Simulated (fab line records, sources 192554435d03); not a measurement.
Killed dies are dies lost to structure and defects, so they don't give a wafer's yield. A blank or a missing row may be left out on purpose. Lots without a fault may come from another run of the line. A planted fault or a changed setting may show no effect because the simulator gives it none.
Split-lot experiment | flow n5_finfet | 7 lots, 21 wafers read, on a route of 1938 steps

THE SPLIT
At N5_SDB_ALD_29 (deposits SiNx, target thk 30 nm, pulse time 1 s, ald cycles 600), the setting ald_cycles was moved away from the recipe's 600 on 7 of the 21 wafers read, by -13.3% to +12.3%. The other wafers ran this setting at the recipe's value.

The reading is taken at the split's own step.

THE READING
SiNx_of_SDB_ALD_29.thk_nm (the simulator's own value, which no gauge read), in nm, at N5_SDB_ALD_29 (deposits SiNx, target thk 30 nm, pulse time 1 s, ald cycles 600). The file gives no usual value for it. The 14 wafers here that ran the recipe average 29.9 nm, standard deviation 0.18 nm.

wafer  | tool, chamber at the split | ald_cycles as run | against the recipe | SiNx_of_SDB_ALD_29.thk_nm, nm | against lot-mates on the recipe
L075.1 | ald_sin-03, 3              | 600               | recipe             | 30                            | -
L075.2 | ald_sin-03, 1,2            | 674               | +12.3%             | 33.8                          | +3.8
L075.4 | ald_sin-03, 1,2            | 674               | +12.3%             | 33.8                          | +3.8
L082.2 | ald_sin-03, 0,2            | 600               | recipe             | 29.8                          | -
L082.5 | ald_sin-03, 0,2            | 600               | recipe             | 29.8                          | -
L082.3 | ald_sin-03, 3              | 600               | recipe             | 30                            | -
L085.4 | ald_sin-02, 2              | 560               | -6.7%              | 28.2                          | -2.0
L085.5 | ald_sin-02, 2              | 600               | recipe             | 30.2                          | -
L085.6 | ald_sin-02, 1              | 560               | -6.7%              | 27.8                          | -2.4
L086.2 | ald_sin-01, 2              | 600               | recipe             | 29.8                          | -
L086.3 | ald_sin-01, 3              | 600               | recipe             | 30.2                          | -
L086.4 | ald_sin-01, 0              | 600               | recipe             | 30                            | -
L087.1 | ald_sin-02, 0              | 537               | -10.5%             | 26.6                          | -3.4
L087.2 | ald_sin-02, 3              | 537               | -10.5%             | 26.8                          | -3.2
L087.6 | ald_sin-02, 1              | 600               | recipe             | 30                            | -
L089.1 | ald_sin-03, 1,0            | 600               | recipe             | 29.6                          | -
L089.2 | ald_sin-03, 1,0            | 600               | recipe             | 29.6                          | -
L089.4 | ald_sin-03, 3              | 600               | recipe             | 30                            | -
L091.1 | ald_sin-03, 0,1            | 600               | recipe             | 29.8                          | -
L091.4 | ald_sin-03, 0,1            | 600               | recipe             | 29.8                          | -
L091.6 | ald_sin-03, 2              | 520               | -13.3%             | 25.6                          | -4.2
Where a row lists several chambers, the file gives one row for several wafers and doesn't say which wafer went through which chamber.

THE FIT
A straight line over all 21 wafers: SiNx_of_SDB_ALD_29.thk_nm changes by +0.312 nm for each +1% of ald_cycles; r = +1.00; the points scatter about the line by 0.19 nm.
The same after taking each lot's own level away (the mean of its wafers on the recipe; 21 wafers): +0.313 nm for each +1%; r = +1.00; scatter 0.13 nm.
On that fit, the largest move of ald_cycles shifts the reading by 4.2 nm.
The lots' own levels span 29.73 to 30.20 nm, that is 2.6 times the standard deviation above.
So the lot-to-lot level changes the slope little: the two slopes agree.
Check: with one of the wafers moved furthest among these (-13.3%) left out of the fit, the line predicts -4.19 nm for it against its lot-mates. It came out at -4.2 nm against them.

OTHER SPLITS ON THESE WAFERS
These wafers also went through other splits before the reading. Each is held against what the fit with the lots' levels taken away leaves over:
other split on the same wafers | wafers away from the commonest value | r with SiNx_of_SDB_ALD_29.thk_nm (lot level and that fit taken away)
N5_WELL_APT_COAT_02 spin_rpm   | 8                                    | +0.13
N5_WELL_APT_COAT_19 spin_rpm   | 4                                    | +0.13
N5_FIN_SAQP_HM_DEP_72 time_s   | 9                                    | -0.11
N5_FIN_SAQP_DESCUM_21 time_s   | 6                                    | +0.23
N5_FIN_CUT_COAT_19 spin_rpm    | 10                                   | -0.20
N5_DUMMY_GATE_COAT_35 spin_rpm | 10                                   | +0.20
N5_SD_EPI_P_PEB_07 peb_time_s  | 7                                    | -0.28

THE WHOLE CHAIN: every reading that the file lists as answering this split, in the file's order
step                         | what it does                                                    | reading                                                                    | change (the file's fit)                                                          | r (the file's)
N5_SDB_ALD_29                | deposits SiNx, target thk 30 nm, pulse time 1 s, ald cycles 600 | SiNx_of_SDB_ALD_29.thk_nm (the simulator's own value, which no gauge read) | +0.314 nm for each +1% of the setting                                            | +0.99
N5_DUMMY_REMOVAL_PRECLEAN_07 | cleans in dHF, time 30 s                                        | SiNx_of_SDB_ALD_29.thk_nm (the simulator's own value, which no gauge read) | not straight: 25 at the lowest setting, 29.13 at the recipe, 29.4 at the highest | not given

THE FILE'S OWN FIT
SiNx_of_SDB_ALD_29.thk_nm changes by +0.314 nm for each +1% of ald_cycles, r = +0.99.
